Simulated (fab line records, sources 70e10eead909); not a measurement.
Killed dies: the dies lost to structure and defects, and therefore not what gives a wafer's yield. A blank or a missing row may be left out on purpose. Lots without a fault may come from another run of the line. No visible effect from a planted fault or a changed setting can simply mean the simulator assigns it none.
Which tool was responsible?    flow nand harc    18 wafers from 6 lots sampled at 5 of the route's 1302 steps

== WHAT EACH GAUGE READ, for each wafer ==
NHARC_END_SORT_01.
lot    measured    on    defect limited yield (%)

== WHAT TOOL EACH LOT RAN ON (gives the tool, then ch and the chambers of the sampled wafers, and finally the start) ==
lot   NHARC_P_M1_STRIP_19                  NHARC_A_BONDPAD_ETCH_24                        NHARC_THIN_TSV_DEP_47            NHARC_THIN_TSV_DEGAS_53
L735  wet bench-08 ch 1,2,4, day 6 17:24   rie diel-05 ch 0,1,2, day 24 03:20 or earlier  pecvd-04 ch 0,1, day 24 03:20    pvd sputter-02, day 24 06:13
L739  wet bench-10 ch 1,3,6, day 8 07:10   rie diel-03 ch 0,1,2, day 25 19:50 or earlier  pecvd-04 ch 0,1,2, day 25 19:50  pvd sputter-01, day 25 22:46
L743  wet bench-10 ch 1,2,7, day 10 06:13  rie diel-03 ch 1,2, day 28 01:38 or earlier    pecvd-04 ch 0,1, day 28 01:38    pvd sputter-02, day 28 04:35
L747  wet bench-08 ch 1,2,3, day 12 05:57  rie diel-05 ch 0,2,3, day 29 22:26 or earlier  pecvd-04 ch 0,1,2, day 29 22:26  pvd sputter-01, day 30 01:21
L750  wet bench-08 ch 3,4,7, day 13 00:07  rie diel-03 ch 1,3, day 29 21:03 or earlier    pecvd-01 ch 0,1, day 29 21:03    pvd sputter-01, day 30 00:04
L755  wet bench-08 ch 0,2,7, day 14 22:36  rie diel-03 ch 1,2, day 32 05:17 or earlier    pecvd-01 ch 1,2, day 32 05:17    pvd sputter-03, day 32 08:25
- NHARC_P_M1_STRIP_19: strips in post etch residue remover, time 600 s.
- NHARC_A_BONDPAD_ETCH_24: etches the open film in CF4/N2, target depth 30 nm, time 72.99 s.
- NHARC_THIN_TSV_DEP_47: deposits SiO2, target thk 200 nm.
- NHARC_THIN_TSV_DEGAS_53: time 60 s.

== THE ANSWER, worked out from the rows above alone ==
Rule: what is usual is taken from the lots themselves. The widest of any qualifying gaps counts: lots, ordered by their means at a reading, are off when they make up no more than a third of the lots, leave a main group of 4 or more, and stand apart from it by 3 or more times the standard deviation of that group's means. Not used: any main group whose means are identical at the precision the tables above print for the reading. Also off: a lot with no number at a reading for which 4 or more lots have one. Where the step has rows for the other lots, those lots are counted as sound.
Across all readings shown, no lot is off: no conclusion can be drawn from this.

== WHAT THE SIMULATOR HAD INSERTED ==
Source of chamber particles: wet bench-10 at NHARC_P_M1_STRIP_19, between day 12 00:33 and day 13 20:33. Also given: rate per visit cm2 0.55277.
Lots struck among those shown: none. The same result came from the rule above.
